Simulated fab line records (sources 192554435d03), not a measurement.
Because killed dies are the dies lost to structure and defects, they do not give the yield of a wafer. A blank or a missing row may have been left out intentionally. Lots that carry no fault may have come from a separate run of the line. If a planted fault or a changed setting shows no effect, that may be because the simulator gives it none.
Which tool did it? | flow n5Finfet | 72 wafers from 24 lots sampled at 6 of the route's 1938 steps

WHAT THE GAUGES SHOWED, per wafer
N5_FIN_SAQP_THK_MEAS_05. Usual: thkNm 38.1 nm, standard deviation 0.53.
lot  | measured    | on           | thkNm (nm)     | flag
L074 | day 1 21:06 | filmMetro-01 | 37.8 37.4 38.8 | 
L075 | day 2 03:47 | filmMetro-01 | 37.8 38.2 38.5 | 
L076 | day 2 09:06 | filmMetro-01 | 37.7 38.5 38.4 | 
L077 | day 2 15:31 | filmMetro-01 | 38.6 38.5 38.3 | 
L078 | day 2 21:01 | filmMetro-01 | 39.0 39.0 39.5 | 
L079 | day 3 05:25 | filmMetro-01 | 37.3 37.9 37.7 | 
L080 | day 3 09:25 | filmMetro-01 | 37.6 37.9 37.9 | 
L081 | day 3 17:02 | filmMetro-01 | 38.3 38.6 39.0 | 
L082 | day 3 21:41 | filmMetro-01 | 37.4 37.0 37.7 | 
L083 | day 4 05:24 | filmMetro-01 | 37.6 37.9 38.3 | 
L084 | day 4 09:04 | filmMetro-01 | 37.6 37.4 37.9 | 
L085 | day 4 14:41 | filmMetro-02 | 37.7 37.6 37.9 | 
L086 | day 4 23:31 | filmMetro-01 | 38.7 38.8 38.9 | 
L087 | day 5 04:49 | filmMetro-02 | 37.6 38.3 38.3 | 
L088 | day 5 09:16 | filmMetro-02 | 37.1 37.6 37.6 | 
L089 | day 5 15:07 | filmMetro-02 | 37.7 37.3 38.7 | 
L090 | day 5 20:32 | filmMetro-02 | 37.3 37.7 38.2 | 
L091 | day 6 02:44 | filmMetro-01 | 38.2 38.9 39.3 | 
L092 | day 6 09:02 | filmMetro-02 | 38.0 38.9 38.9 | 
L093 | day 6 15:44 | filmMetro-01 | 37.7 38.1 38.6 | 
L094 | day 6 23:19 | filmMetro-01 | 37.9 38.1 38.1 | 
L095 | day 7 03:05 | filmMetro-01 | 37.6 38.3 38.0 | 
L096 | day 7 09:08 | filmMetro-01 | 38.0 38.1 37.8 | 
L097 | day 7 15:19 | filmMetro-02 | 37.0 37.5 38.1 | 

N5_FIN_CUT_INSPECT_10: inspects for defects (brightfield). Usual: rawDefectCount 43, standard deviation 9.1.
lot  | measured    | on               | rawDefectCount | flag
L074 | day 2 02:44 | defectInspect-01 | 44 34 54       | 
L075 | day 2 09:33 | defectInspect-01 | 39 41 36       | 
L076 | day 2 14:26 | defectInspect-02 | 54 40 49       | 
L077 | day 2 21:22 | defectInspect-01 | 46 53 44       | 
L078 | day 3 03:34 | defectInspect-02 | 25 42 48       | 
L079 | day 3 11:17 | defectInspect-02 | 49 38 41       | 
L080 | day 3 16:04 | defectInspect-02 | 43 46 58       | 
L081 | day 3 23:28 | defectInspect-01 | 48 44 47       | 
L082 | day 4 05:05 | defectInspect-02 | 48 28 33       | 
L083 | day 4 11:29 | defectInspect-01 | 40 34 50       | 
L084 | day 4 15:13 | defectInspect-02 | 44 42 54       | 
L085 | day 4 23:11 | defectInspect-02 | 40 43 43       | 
L086 | day 5 09:14 | defectInspect-02 | 45 30 35       | 
L087 | day 5 10:23 | defectInspect-02 | 49 52 43       | 
L088 | day 5 14:58 | defectInspect-02 | 37 39 35       | 
L089 | day 5 20:46 | defectInspect-01 | 32 59 37       | 
L090 | day 6 02:27 | defectInspect-01 | 44 39 61       | 
L091 | day 6 08:14 | defectInspect-02 | 32 49 44       | 
L092 | day 6 15:32 | defectInspect-01 | 62 50 39       | 
L093 | day 6 21:04 | defectInspect-01 | 42 36 47       | 
L094 | day 7 08:12 | defectInspect-01 | 31 35 30       | 
L095 | day 7 09:53 | defectInspect-02 | 41 42 54       | 
L096 | day 7 14:35 | defectInspect-01 | 34 36 41       | 
L097 | day 7 20:49 | defectInspect-01 | 74 56 53       | 

TOOL THAT RAN EACH LOT (tool first, then ch and the chambers of the sampled wafers, then the start)
lot  | N5_FIN_SAQP_RECESS_63            | N5_FIN_SAQP_RECESS_71            | N5_FIN_SAQP_HM_OPEN_33           | N5_FIN_SAQP_ETCH_34
L074 | vaporEtch-01 ch 0,1, day 2 00:21 | vaporEtch-02 ch 0,1, day 2 00:57 | rieDiel-01 ch 0,1,2, day 2 01:40 | rieDiel-01 ch 0,1,2, day 2 01:44
L075 | vaporEtch-02 ch 0,1, day 2 06:57 | vaporEtch-02 ch 0,1, day 2 07:34 | rieDiel-05 ch 0,1,3, day 2 08:29 | rieDiel-05 ch 0,1,3, day 2 08:34
L076 | vaporEtch-01 ch 0,1, day 2 12:10 | vaporEtch-01 ch 0,1, day 2 12:42 | rieDiel-01 ch 1,3, day 2 13:22   | rieDiel-01 ch 1,3, day 2 13:26
L077 | vaporEtch-01 ch 0,1, day 2 18:57 | vaporEtch-02 ch 0,1, day 2 19:31 | rieDiel-01 ch 1,2,3, day 2 20:28 | rieDiel-01 ch 1,2,3, day 2 20:31
L078 | vaporEtch-01 ch 0,1, day 3 01:10 | vaporEtch-02 ch 0,1, day 3 01:43 | rieDiel-01 ch 2,3, day 3 02:27   | rieDiel-01 ch 2,3, day 3 02:32
L079 | vaporEtch-01 ch 1, day 3 08:42   | vaporEtch-02 ch 1, day 3 09:19   | rieDiel-01 ch 2,3, day 3 10:09   | rieDiel-01 ch 2,3, day 3 10:13
L080 | vaporEtch-01 ch 0,1, day 3 13:07 | vaporEtch-02 ch 1, day 3 13:47   | rieDiel-01 ch 0,2,3, day 3 15:09 | rieDiel-01 ch 0,2,3, day 3 15:13
L081 | vaporEtch-02 ch 0,1, day 3 20:44 | vaporEtch-01 ch 0,1, day 3 21:28 | rieDiel-05 ch 2,3, day 3 22:25   | rieDiel-05 ch 2,3, day 3 22:29
L082 | vaporEtch-01 ch 0,1, day 4 02:40 | vaporEtch-02 ch 0,1, day 4 03:20 | rieDiel-05 ch 1,3, day 4 04:09   | rieDiel-05 ch 1,3, day 4 04:13
L083 | vaporEtch-01 ch 0,1, day 4 08:50 | vaporEtch-01 ch 0,1, day 4 09:27 | rieDiel-01 ch 0,1,2, day 4 10:34 | rieDiel-01 ch 0,1,2, day 4 10:38
L084 | vaporEtch-01 ch 0, day 4 12:38   | vaporEtch-02 ch 0,1, day 4 13:34 | rieDiel-01 ch 0,1, day 4 14:17   | rieDiel-01 ch 0,1, day 4 14:21
L085 | vaporEtch-02 ch 0,1, day 4 19:17 | vaporEtch-02 ch 0,1, day 4 19:55 | rieDiel-01 ch 0,2,3, day 4 21:25 | rieDiel-01 ch 0,2,3, day 4 21:29
L086 | vaporEtch-01 ch 0,1, day 5 06:49 | vaporEtch-01 ch 0,1, day 5 07:29 | rieDiel-02 ch 1,3, day 5 08:10   | rieDiel-02 ch 1,3, day 5 08:14
L087 | vaporEtch-01 ch 0,1, day 5 08:00 | vaporEtch-01 ch 0,1, day 5 08:42 | rieDiel-05 ch 0,1,3, day 5 09:28 | rieDiel-05 ch 0,1,3, day 5 09:32
L088 | vaporEtch-02 ch 0,1, day 5 12:29 | vaporEtch-01 ch 0, day 5 13:05   | rieDiel-05 ch 0,1,3, day 5 14:03 | rieDiel-05 ch 0,1,3, day 5 14:07
L089 | vaporEtch-01 ch 0,1, day 5 18:20 | vaporEtch-01 ch 0,1, day 5 18:57 | rieDiel-02 ch 1,2,3, day 5 19:43 | rieDiel-02 ch 1,2,3, day 5 19:47
L090 | vaporEtch-01 ch 0,1, day 5 23:50 | vaporEtch-02 ch 0,1, day 6 00:27 | rieDiel-01 ch 2,3, day 6 01:24   | rieDiel-01 ch 2,3, day 6 01:28
L091 | vaporEtch-01 ch 0,1, day 6 05:59 | vaporEtch-02 ch 1, day 6 06:36   | rieDiel-05 ch 0,1, day 6 07:19   | rieDiel-05 ch 0,1, day 6 07:23
L092 | vaporEtch-02 ch 0,1, day 6 12:55 | vaporEtch-02 ch 0,1, day 6 13:26 | rieDiel-01 ch 0,3, day 6 14:36   | rieDiel-01 ch 0,3, day 6 14:40
L093 | vaporEtch-02 ch 0,1, day 6 18:41 | vaporEtch-01 ch 0,1, day 6 19:17 | rieDiel-05 ch 1,2,3, day 6 20:01 | rieDiel-05 ch 1,2,3, day 6 20:05
L094 | vaporEtch-01 ch 0,1, day 7 02:19 | vaporEtch-02 ch 0,1, day 7 02:56 | rieDiel-02 ch 2,3, day 7 04:23   | rieDiel-02 ch 2,3, day 7 04:27
L095 | vaporEtch-01 ch 0,1, day 7 07:20 | vaporEtch-02 ch 1, day 7 08:01   | rieDiel-05 ch 0,1, day 7 08:57   | rieDiel-05 ch 0,1, day 7 09:01
L096 | vaporEtch-01 ch 0,1, day 7 12:07 | vaporEtch-01 ch 0,1, day 7 12:43 | rieDiel-05 ch 1,2,3, day 7 13:40 | rieDiel-05 ch 1,2,3, day 7 13:44
L097 | vaporEtch-02 ch 0,1, day 7 18:26 | vaporEtch-01 ch 0,1, day 7 19:03 | rieDiel-05 ch 0,1,2, day 7 19:46 | rieDiel-05 ch 0,1,2, day 7 19:50
- N5_FIN_SAQP_RECESS_63: chemistry HF/NH3, target SiO2, target depth 18 nm, afs cycles 3, sublimation time 60 s.
- N5_FIN_SAQP_RECESS_71: chemistry HF/NH3, target SiO2, target depth 3 nm, afs cycles 1, sublimation time 60 s.
- N5_FIN_SAQP_HM_OPEN_33: chemistry CH3F/O2, target SiNx, target depth 49.4 nm, time 70.6 s.
- N5_FIN_SAQP_ETCH_34: etches SiO2 in C4F6/O2, target depth 45 nm, time 15 s.

WHAT THE TOOLS THEMSELVES READ (means of the sampled wafers that have a number; where no wafer has one, the mark that the record gives instead)
N5_FIN_SAQP_RECESS_63. Usual: drypumpMotorCurrentA 6.0 A, standard deviation 0.4.
lot  | tool         | drypumpMotorCurrentA (A) | flag
L074 | vaporEtch-01 | 5.8                      | 
L075 | vaporEtch-02 | 6.1                      | 
L076 | vaporEtch-01 | 6.1                      | 
L077 | vaporEtch-01 | 6.1                      | 
L078 | vaporEtch-01 | 5.8                      | 
L079 | vaporEtch-01 | 6.4                      | 
L080 | vaporEtch-01 | 6.1                      | 
L081 | vaporEtch-02 | 6.1                      | 
L082 | vaporEtch-01 | 5.9                      | 
L083 | vaporEtch-01 | 5.8                      | 
L084 | vaporEtch-01 | 5.5                      | 
L085 | vaporEtch-02 | 6.1                      | 
L086 | vaporEtch-01 | 6.1                      | 
L087 | vaporEtch-01 | 5.9                      | 
L088 | vaporEtch-02 | 6.1                      | 
L089 | vaporEtch-01 | 6.1                      | 
L090 | vaporEtch-01 | 5.8                      | 
L091 | vaporEtch-01 | 6.1                      | 
L092 | vaporEtch-02 | 6.1                      | 
L093 | vaporEtch-02 | 6.1                      | 
L094 | vaporEtch-01 | 6.1                      | 
L095 | vaporEtch-01 | 6.1                      | 
L096 | vaporEtch-01 | 5.8                      | 
L097 | vaporEtch-02 | 6.2                      | 

N5_FIN_SAQP_RECESS_71. Usual: drypumpMotorCurrentA 6.1 A, standard deviation 0.34.
lot  | tool         | drypumpMotorCurrentA (A) | flag
L074 | vaporEtch-02 | 6.1                      | 
L075 | vaporEtch-02 | 6.1                      | 
L076 | vaporEtch-01 | 6.1                      | 
L077 | vaporEtch-02 | 6.3                      | 
L078 | vaporEtch-02 | 6.1                      | 
L079 | vaporEtch-02 | 5.9                      | 
L080 | vaporEtch-02 | 5.9                      | 
L081 | vaporEtch-01 | 6.2                      | 
L082 | vaporEtch-02 | 6.1                      | 
L083 | vaporEtch-01 | 6.1                      | 
L084 | vaporEtch-02 | 6.1                      | 
L085 | vaporEtch-02 | 6.2                      | 
L086 | vaporEtch-01 | 5.9                      | 
L087 | vaporEtch-01 | 5.8                      | 
L088 | vaporEtch-01 | 5.5                      | 
L089 | vaporEtch-01 | 6.1                      | 
L090 | vaporEtch-02 | 6.1                      | 
L091 | vaporEtch-02 | 5.9                      | 
L092 | vaporEtch-02 | 6.1                      | 
L093 | vaporEtch-01 | 5.8                      | 
L094 | vaporEtch-02 | 6.2                      | 
L095 | vaporEtch-02 | 5.9                      | 
L096 | vaporEtch-01 | 6.1                      | 
L097 | vaporEtch-01 | 6.1                      | 

N5_FIN_SAQP_HM_OPEN_33. Usual: drypumpMotorCurrentA is 5.6 A with standard deviation 0.52, etchRfOnTimeS is 69.6 s with standard deviation 1.2, mfcArSccm is 150.0 sccm with standard deviation 0.41, oesProductAu is 0.64 a.u. with standard deviation 0.055, rfVppV is 297.3 V with standard deviation 2.4, showerheadPlenumPTorr is 1.976 Torr with standard deviation 0.026, and throttleValvePct is 16.43 % with standard deviation 0.24.
lot  | tool       | drypumpMotorCurrentA (A) | etchRfOnTimeS (s) | mfcArSccm (sccm) | oesProductAu (a.u.) | rfVppV (V) | showerheadPlenumPTorr (Torr) | throttleValvePct (%) | flag
L074 | rieDiel-01 | 6.0                      | 69.5              | 150.5            | 0.61                | 298.1      | 1.978                        | 16.45                | 
L075 | rieDiel-05 | 5.6                      | 68.9              | 150.3            | 0.63                | 297.3      | 1.990                        | 16.43                | 
L076 | rieDiel-01 | 5.1                      | 70.0              | 150.1            | 0.65                | 299.3      | 1.997                        | 16.42                | 
L077 | rieDiel-01 | 5.4                      | 71.1              | 149.9            | 0.62                | 297.1      | 1.988                        | 16.52                | 
L078 | rieDiel-01 | 5.4                      | 72.4              | 149.8            | 0.62                | 297.0      | 1.988                        | 16.64                | 
L079 | rieDiel-01 | 5.4                      | 68.9              | 150.4            | 0.62                | 296.3      | 1.987                        | 16.65                | 
L080 | rieDiel-01 | 5.7                      | 69.7              | 150.4            | 0.70                | 297.0      | 1.983                        | 16.34                | 
L081 | rieDiel-05 | 5.3                      | 70.0              | 149.9            | 0.64                | 298.1      | 1.944                        | 16.46                | 
L082 | rieDiel-05 | 5.9                      | 67.2              | 150.5            | 0.63                | 298.3      | 1.982                        | 16.50                | 
L083 | rieDiel-01 | 6.0                      | 69.8              | 150.2            | 0.67                | 297.9      | 1.971                        | 16.34                | 
L084 | rieDiel-01 | 6.0                      | 68.5              | 149.6            | 0.67                | 299.6      | 1.970                        | 16.23                | 
L085 | rieDiel-01 | 5.7                      | 68.8              | 149.5            | 0.68                | 297.8      | 1.979                        | 16.38                | 
L086 | rieDiel-02 | 6.0                      | 70.1              | 150.2            | 0.67                | 297.8      | 2.017                        | 16.19                | 
L087 | rieDiel-05 | 5.6                      | 69.6              | 149.9            | 0.61                | 297.0      | 1.981                        | 16.49                | 
L088 | rieDiel-05 | 5.6                      | 68.2              | 149.9            | 0.61                | 296.3      | 1.981                        | 16.48                | 
L089 | rieDiel-02 | 6.0                      | 69.7              | 150.2            | 0.65                | 297.0      | 2.011                        | 16.37                | 
L090 | rieDiel-01 | 5.1                      | 69.4              | 149.8            | 0.62                | 297.6      | 1.986                        | 16.60                | 
L091 | rieDiel-05 | 5.7                      | 71.2              | 150.0            | 0.60                | 297.7      | 1.975                        | 16.39                | 
L092 | rieDiel-01 | 5.9                      | 69.8              | 149.8            | 0.72                | 298.4      | 1.970                        | 16.11                | 
L093 | rieDiel-05 | 5.6                      | 69.5              | 150.2            | 0.61                | 298.3      | 1.955                        | 16.53                | 
L094 | rieDiel-02 | 6.0                      | 70.6              | 150.0            | 0.65                | 294.3      | 2.007                        | 16.59                | 
L095 | rieDiel-05 | 5.7                      | 69.4              | 149.9            | 0.60                | 297.7      | 1.972                        | 16.42                | 
L096 | rieDiel-05 | 5.6                      | 69.6              | 150.4            | 0.61                | 297.2      | 1.953                        | 16.54                | 
L097 | rieDiel-05 | 5.4                      | 68.6              | 150.3            | 0.60                | 297.1      | 1.951                        | 16.40                | 

N5_FIN_SAQP_ETCH_34. Usual: drypumpMotorCurrentA is 5.6 A with standard deviation 0.51, etchRfOnTimeS is 15.03 s with standard deviation 0.17, mfcArSccm is 299.9 sccm with standard deviation 0.91, oesProductAu is 0.64 a.u. with standard deviation 0.054, rfVppV is 666 V with standard deviation 5.1, showerheadPlenumPTorr is 2.81 Torr with standard deviation 0.036, and throttleValvePct is 21.14 % with standard deviation 0.24.
lot  | tool       | drypumpMotorCurrentA (A) | etchRfOnTimeS (s) | mfcArSccm (sccm) | oesProductAu (a.u.) | rfVppV (V) | showerheadPlenumPTorr (Torr) | throttleValvePct (%) | flag
L074 | rieDiel-01 | 6.0                      | 15.11             | 300.3            | 0.61                | 667        | 2.82                         | 21.13                | 
L075 | rieDiel-05 | 5.6                      | 15.00             | 300.1            | 0.62                | 664        | 2.83                         | 21.14                | 
L076 | rieDiel-01 | 5.1                      | 14.89             | 299.8            | 0.66                | 671        | 2.84                         | 21.15                | 
L077 | rieDiel-01 | 5.4                      | 14.92             | 299.4            | 0.63                | 667        | 2.83                         | 21.23                | 
L078 | rieDiel-01 | 5.4                      | 15.25             | 300.0            | 0.62                | 663        | 2.83                         | 21.36                | 
L079 | rieDiel-01 | 5.4                      | 15.07             | 298.8            | 0.62                | 664        | 2.83                         | 21.36                | 
L080 | rieDiel-01 | 5.7                      | 15.13             | 300.2            | 0.69                | 666        | 2.82                         | 21.07                | 
L081 | rieDiel-05 | 5.4                      | 14.80             | 300.5            | 0.64                | 666        | 2.77                         | 21.19                | 
L082 | rieDiel-05 | 5.9                      | 14.94             | 299.9            | 0.62                | 669        | 2.82                         | 21.20                | 
L083 | rieDiel-01 | 6.0                      | 15.15             | 298.7            | 0.67                | 665        | 2.81                         | 21.03                | 
L084 | rieDiel-01 | 6.0                      | 15.03             | 299.8            | 0.67                | 668        | 2.81                         | 20.92                | 
L085 | rieDiel-01 | 5.7                      | 15.05             | 299.7            | 0.68                | 666        | 2.82                         | 21.10                | 
L086 | rieDiel-02 | 6.1                      | 14.88             | 299.2            | 0.67                | 667        | 2.87                         | 20.91                | 
L087 | rieDiel-05 | 5.6                      | 15.08             | 299.5            | 0.60                | 664        | 2.82                         | 21.17                | 
L088 | rieDiel-05 | 5.6                      | 15.18             | 300.6            | 0.61                | 664        | 2.82                         | 21.17                | 
L089 | rieDiel-02 | 6.1                      | 15.02             | 300.2            | 0.65                | 666        | 2.86                         | 21.09                | 
L090 | rieDiel-01 | 5.1                      | 15.06             | 300.6            | 0.62                | 667        | 2.83                         | 21.31                | 
L091 | rieDiel-05 | 5.7                      | 15.05             | 300.0            | 0.60                | 666        | 2.81                         | 21.06                | 
L092 | rieDiel-01 | 6.0                      | 15.02             | 299.7            | 0.72                | 668        | 2.80                         | 20.83                | 
L093 | rieDiel-05 | 5.6                      | 15.01             | 300.7            | 0.61                | 668        | 2.78                         | 21.23                | 
L094 | rieDiel-02 | 6.0                      | 15.17             | 299.9            | 0.64                | 662        | 2.86                         | 21.33                | 
L095 | rieDiel-05 | 5.7                      | 15.02             | 300.8            | 0.59                | 667        | 2.80                         | 21.08                | 
L096 | rieDiel-05 | 5.6                      | 14.82             | 300.1            | 0.62                | 668        | 2.78                         | 21.24                | 
L097 | rieDiel-05 | 5.4                      | 15.01             | 299.9            | 0.60                | 665        | 2.78                         | 21.07                | 

THE ANSWER, worked out from the rows above alone
Rule: a lot counts as off when the mean over its wafers that have a number is more than 3 standard deviations away from the usual mean. A lot without any number at a reading at which 4 lots or more have one is off too. The other lots that the step has rows for count as sound. Order of review: gauges by route order, followed by the tools' own readings, for which a lot's mean as printed above is used. At the first step where some lot is off, the reading lying furthest off is the one used; lots without a number count as furthest.
Nothing can be told from this: no lot is off at any reading shown.

WHAT THE SIMULATOR PUT IN
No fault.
